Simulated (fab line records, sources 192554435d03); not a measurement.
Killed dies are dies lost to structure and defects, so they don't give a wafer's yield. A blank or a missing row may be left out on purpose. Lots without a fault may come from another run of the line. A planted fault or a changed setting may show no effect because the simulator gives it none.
fab line records | flow n5_finfet
record lots=6 wafers=16 last_day=18
route steps=1938 shown BEOL_M11@1540
lots that met no fault: from a run of the same line without faults
start_h: hours from the record's first day to the start of the lot's first wafer shown | wait_h: hours since the lot's step before | " the same as in the row above | L1.1+2: a row that stands for several wafers | - no value, or no start given | * or withheld: withheld | < > ~ a bound
route shown NAME@n: a module of which the file shows steps, and the number in the route of the first | usual: mean/standard deviation of fault-free wafers | same: alike in all rows | chamber/n: place in a boat | sites: the reading at each site | _std_site: their standard deviation | _edge_site: outer sites' mean less inner sites' | radius_mm: how far each site lies from the wafer's centre | mask NAME#n: copy n | behind: the tool/chamber that last shaped the wafer | hold: why the lot was held/for how many hours/how that ended | device: the transistor (n, p or np) that didn't switch | end of line: the same wafers' tests at the end of the route | a step without rows: its recipe alone | killed: dies lost to structure and defects at the first sort, not the wafer's yield | map: a wafer's dies, x killed, . not, _ none there
set.NAME: the setting as run; set.NAME@STEP: as run at that earlier step | model.NAME: the simulator's own value behind a step, which no gauge read
lots at some steps of the route; a table a step, a row a wafer
services: from which hour (start_h, from the record's first day; less than 0 if before it) a tool's chamber was out of use, for how many hours, and why
## steps
# step N5_BEOL_M11_HM_DEP_02
# recipe material=TiN target_thk_a=200 temp_c=25 chamber_pressure_pa=0.49996
# usual chamber_pressure_pa=0.4999/0.001 throttle_valve_pct=30.2/1.1
# columns lot.wafer tool chamber start_h wait_h chamber_pressure_pa throttle_valve_pct
L438.1 pvd_sputter-03 - 226.35 1.5 0.4983 31.6
L438.2 " - " " 0.5006 31.3
L438.3 " - " " 0.4988 29.1
L447.2 pvd_sputter-03 - 272.53 1.9 0.4994 31.4
L447.5 " - " " 0.4996 31.3
L447.6 " - " " 0.4998 29.3
L452.5 pvd_sputter-01 - 299.15 0.6 0.4991 28.8
L452.6 " - " " 0.4988 28.8
L453.1 pvd_sputter-02 - 302.87 0.0 0.4985 29.6
L453.5 " - " " 0.5015 31.0
L459.1 pvd_sputter-02 - 356.66 0.6 0.5009 31.2
L459.4 " - " " 0.5007 30.9
L459.5 " - " " 0.5013 30.9
L460.1 pvd_sputter-02 - 380.64 0.9 0.4987 30.9
L460.2 " - " " 0.4994 29.6
L460.6 " - " " 0.5003 29.5
# step N5_BEOL_M11_COAT_59
# recipe resist=SOC temp_c=250 time_s=60 spin_rpm=1500 resist_thk_nm=100
# step N5_BEOL_M11_COAT_60
# recipe resist=SiARC temp_c=220 time_s=60 spin_rpm=1500 resist_thk_nm=30
# step N5_BEOL_M11_COAT_05
# recipe resist=CAR-ArF spin_rpm=1500 resist_thk_nm=90
# step N5_BEOL_M11_EBR_07
# recipe solvent=PGMEA ebr_width_mm=1.5
# step N5_BEOL_M11_SOFTBAKE_06
# recipe temp_c=110 time_s=60 resist=CAR-ArF
# step N5_BEOL_M11_EXPOSE_08
# recipe mask_id=M11 na=1.35 source_shape=dipole sigma_inner=0.411 sigma_outer=0.611 polarization=te dose_mj=53.75
# step N5_BEOL_M11_PEB_09
# recipe peb_temp_c=withheld peb_time_s=60 resist=CAR-ArF
# step N5_BEOL_M11_DEVELOP_10
# recipe develop_time_s=30 developer=TMAH resist=CAR-ArF rinse_liquid=diw dry=air_spin dev_temp_c=23
# step N5_BEOL_M11_CD_MEAS_11
# recipe target_cd_nm=64.1 landing_energy_ev=500 detector=se_inlens polarity=opening
# usual cd_nm=64.0/0.65
# columns lot.wafer tool chamber start_h wait_h cd_nm
L438.1 cd_sem-01 0 226.74 - 63.6
L438.2 " 0 " " 63.8
L438.3 " 0 " " 63.1
L447.2 cd_sem-03 0 273.03 - 64.3
L447.5 " 0 " " 63.4
L447.6 " 0 " " 63.7
L452.5 cd_sem-03 0 299.60 - 63.6
L452.6 " 0 " " 63.1
L453.1 cd_sem-02 0 303.25 - 64.3
L453.5 " 0 " " 63.7
L459.1 cd_sem-01 0 357.16 - 64.3
L459.4 " 0 " " 63.9
L459.5 " 0 " " 64.9
L460.1 cd_sem-02 0 381.01 - 63.1
L460.2 " 0 " " 63.3
L460.6 " 0 " " 63.8
# step N5_BEOL_M11_OVL_MEAS_12
# recipe points_per_wafer=44
# usual M11_OVL=0.8/0.6
# columns lot.wafer tool chamber start_h wait_h M11_OVL[nm]
L438.1 overlay-02 0 226.77 0.0 0.6
L438.2 " 0 " " 0.1
L438.3 " 0 " " 0.6
L447.2 overlay-01 0 273.05 0.0 0.7
L447.5 " 0 " " 0.2
L447.6 " 0 " " 0.9
L452.5 overlay-01 0 299.63 0.0 0.3
L452.6 " 0 " " 0.7
L453.1 overlay-01 0 303.28 0.0 0.8
L453.5 " 0 " " 1.6
L459.1 overlay-02 0 357.19 0.0 0.7
L459.4 " 0 " " 0.1
L459.5 " 0 " " -0.2
L460.1 overlay-01 0 381.04 0.0 1.1
L460.2 " 0 " " 1.5
L460.6 " 0 " " 0.3
# step N5_BEOL_M11_INSPECT_13
# recipe mode=adi inspect_instrument=brightfield
# usual raw_defect_count=435/130
# columns lot.wafer tool chamber start_h wait_h raw_defect_count
L438.1 defect_inspect-02 - 226.79 0.0 397
L438.2 " - " " 409
L438.3 " - " " 505
L447.2 defect_inspect-02 - 273.08 0.0 639
L447.5 " - " " 573
L447.6 " - " " 614
L452.5 defect_inspect-01 - 299.65 0.0 403
L452.6 " - " " 310
L453.1 defect_inspect-01 - 303.31 0.0 348
L453.5 " - " " 442
L459.1 defect_inspect-01 - 357.21 0.0 373
L459.4 " - " " 550
L459.5 " - " " 547
L460.1 defect_inspect-01 - 381.07 0.0 387
L460.2 " - " " 338
L460.6 " - " " 337
# step N5_BEOL_M11_DESCUM_16
# recipe chemistry=O2 time_s=7.9 source_power_w=50 bias_power_w=20 pressure_mtorr=20 rf_frequency_hz=2.712e+07 temp_c=40 resist=CAR-ArF o2_flow_sccm=225
# usual drypump_motor_current_A=5.6/0.34 o2_flow_sccm=225.1/0.69 oes_product_au=0.78/0.08 rf_vpp_V=243.2/1.3 showerhead_plenum_p_Torr=2.09/0.053 throttle_valve_pct=20.44/0.27
# columns lot.wafer tool chamber start_h wait_h drypump_motor_current_A o2_flow_sccm oes_product_au rf_hours_counter_h rf_vpp_V showerhead_plenum_p_Torr throttle_valve_pct
L438.1 rie_diel-04 3 226.90 0.1 5.4 225.1 0.74 181 245.8 2.15 20.29
L438.2 " 1 " " 5.8 225.5 0.81 105 241.8 2.04 20.37
L438.3 " 2 " " 6.1 225.0 0.73 174 244.0 2.18 20.35
L447.2 rie_diel-06 3 273.39 0.3 5.5 225.6 0.73 209 241.2 2.01 20.89
L447.5 " 2 " " 6.0 226.0 0.82 - 244.2 2.04 20.54
L447.6 " 1 " " 5.3 224.5 0.75 - 244.3 2.09 20.61
L452.5 rie_diel-06 1 299.70 0.0 5.3 225.9 0.74 - 242.2 2.09 20.62
L452.6 " 2 " " 6.0 224.6 0.81 - 241.9 2.04 20.54
L453.1 rie_diel-06 0 303.48 0.2 5.1 225.9 0.97 10 245.5 2.13 19.97
L453.5 " 0 " " 5.1 225.1 0.97 - 243.4 2.13 19.96
L459.1 rie_diel-02 0 357.25 0.0 5.5 225.1 0.84 64 243.4 2.12 20.62
L459.4 " 1 " " 6.1 224.8 0.82 - 243.0 2.13 20.98
L459.5 " 3 " " 5.2 225.1 0.76 - 243.2 2.10 20.17
L460.1 rie_diel-06 2 381.10 0.0 6.0 225.3 0.78 113 242.6 2.03 20.58
L460.2 " 1 " " 5.3 225.7 0.72 204 242.3 2.08 20.67
L460.6 " 1 " " 5.4 224.7 0.73 - 243.4 2.08 20.68
# step N5_BEOL_M11_ETCH_61
# recipe chemistry=CF4 target=SiARC target_depth_a=390 mask_material=CAR-ArF time_s=65 ion_energy_ev=80 pressure_mtorr=40 source_w=545 bias_w=36 Ar_flow_sccm=100 cf4_flow_sccm=100 ends=cleared
# usual drypump_motor_current_A=5.6/0.34 etch_rf_on_time_s=65.7/1.3 oes_product_au=0.66/0.067 rf_vpp_V=183.9/1.1 showerhead_plenum_p_Torr=2.13/0.056 throttle_valve_pct=15.59/0.2
# columns lot.wafer tool chamber start_h wait_h drypump_motor_current_A etch_rf_on_time_s oes_product_au rf_hours_counter_h rf_vpp_V showerhead_plenum_p_Torr throttle_valve_pct model.CAR-ArF_of_BEOL_M11_COAT_05.thk_nm
L438.1 rie_diel-04 3 226.93 0.0 5.4 67.0 0.62 181 185.2 2.21 15.63 55.6
L438.2 " 1 " " 5.8 67.8 0.68 105 182.5 2.07 15.39 55.2
L438.3 " 2 " " 6.0 66.3 0.61 174 186.4 2.22 15.49 55.4
L447.2 rie_diel-06 3 273.43 0.0 5.5 64.9 0.62 209 183.6 2.04 15.91 55.6
L447.5 " 2 " " 6.0 65.3 0.69 - 184.4 2.08 15.64 56
L447.6 " 1 " " 5.3 65.8 0.63 - 183.0 2.13 15.75 55.6
L452.5 rie_diel-06 1 299.74 0.0 5.3 64.6 0.64 - 182.9 2.12 15.75 56
L452.6 " 2 " " 6.0 65.0 0.69 - 182.3 2.08 15.66 55.4
L453.1 rie_diel-06 0 303.52 0.0 5.0 64.1 0.82 10 185.1 2.19 15.16 55.4
L453.5 " 0 " " 5.0 64.1 0.81 - 185.3 2.19 15.17 55.6
L459.1 rie_diel-02 0 357.28 0.0 5.5 65.3 0.71 64 183.1 2.16 15.67 55.6
L459.4 " 1 " " 6.1 66.5 0.70 - 183.0 2.15 15.89 55.8
L459.5 " 3 " " 5.1 64.0 0.66 - 183.7 2.14 15.39 55.4
L460.1 rie_diel-06 2 381.14 0.0 6.0 66.3 0.66 113 183.8 2.08 15.70 55.4
L460.2 " 1 " " 5.3 66.0 0.61 204 182.6 2.11 15.81 55.8
L460.6 " 1 " " 5.3 66.0 0.62 - 183.2 2.11 15.80 55.4
# step N5_BEOL_M11_ETCH_62
# recipe chemistry=N2/H2 target=SOC target_depth_a=1100 overetch_a=220 mask_material=SiARC temp_c=40 time_s=165 ion_energy_ev=200 pressure_mtorr=30 source_w=840 bias_w=150 n2_flow_sccm=200 h2_flow_sccm=200
# usual drypump_motor_current_A=5.7/0.34 oes_product_au=0.66/0.062 rf_vpp_V=523.7/2.2 showerhead_plenum_p_Torr=2.54/0.071 throttle_valve_pct=17.86/0.25
# columns lot.wafer tool chamber start_h wait_h drypump_motor_current_A oes_product_au rf_hours_counter_h rf_vpp_V showerhead_plenum_p_Torr throttle_valve_pct
L438.1 rie_diel-04 3 226.98 0.0 5.4 0.63 181 528.0 2.65 17.99
L438.2 " 1 " " 5.8 0.69 105 521.9 2.46 17.74
L438.3 " 2 " " 6.1 0.62 174 527.1 2.63 17.70
L447.2 rie_diel-06 3 273.48 0.0 5.5 0.61 209 520.8 2.43 18.23
L447.5 " 2 " " 6.0 0.69 - 522.4 2.47 17.81
L447.6 " 1 " " 5.3 0.64 - 523.9 2.53 17.97
L452.5 rie_diel-06 1 299.84 0.1 5.3 0.64 - 523.4 2.53 17.99
L452.6 " 2 " " 6.0 0.68 - 520.4 2.47 17.83
L453.1 rie_diel-06 0 303.57 0.0 5.1 0.79 10 525.7 2.60 17.33
L453.5 " 0 " " 5.1 0.80 - 524.5 2.60 17.33
L459.1 rie_diel-02 0 357.33 0.0 5.5 0.70 64 524.4 2.59 18.08
L459.4 " 1 " " 6.1 0.70 - 524.4 2.57 18.22
L459.5 " 3 " " 5.2 0.65 - 522.9 2.57 17.68
L460.1 rie_diel-06 2 381.19 0.0 6.0 0.66 113 521.5 2.46 17.88
L460.2 " 1 " " 5.3 0.61 204 522.6 2.52 18.03
L460.6 " 1 " " 5.3 0.62 - 522.9 2.52 18.04
## services
# columns tool chamber start_h hours kind
rie_diel-04 2 210.52 4.3 repair
rie_diel-04 0 233.13 1.3 repair
rie_diel-06 3 237.11 10.1 repair
rie_diel-06 0 256.68 - clean
rie_diel-06 0 256.68 - consumable_replace:focus_ring
rie_diel-06 0 256.68 16.4 scheduled_down
rie_diel-06 0 256.68 16.4 vent_cycle
rie_diel-02 2 262.89 2.0 repair
rie_diel-02 - 275.04 4.0 pm
rie_diel-02 2 291.71 6.1 repair
rie_diel-06 2 293.86 4.5 repair
rie_diel-06 3 298.24 2.1 repair
rie_diel-04 0 299.28 - clean
rie_diel-04 0 299.28 - consumable_replace:focus_ring
rie_diel-04 0 299.28 33.5 scheduled_down
rie_diel-04 0 299.28 33.5 vent_cycle
rie_diel-02 - 352.24 2.8 pm
rie_diel-02 2 356.20 - clean
rie_diel-02 2 356.20 - consumable_replace:esc
rie_diel-02 2 356.20 - consumable_replace:focus_ring
rie_diel-02 2 356.20 18.2 scheduled_down
rie_diel-02 2 356.20 18.2 vent_cycle
## key
first_sign none at tools or gauges
model_effect step=N5_BEOL_M11_ETCH_61 value=CAR-ArF_of_BEOL_M11_COAT_05.thk_nm without=55.27 struck=55.67
met_at N5_BEOL_M11_DESCUM_16
struck_wafers L452.5,L453.1,L453.5
onset_between 273.39 299.70
fault kind=process_parameter_drift tool=rie_diel-06 chamber=- onset_h=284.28 steps=N5_BEOL_M11_DESCUM_16 channel=time_s offset=* shape=step end_h=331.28 scope=struck_wafers_only acts_in=* stated=*
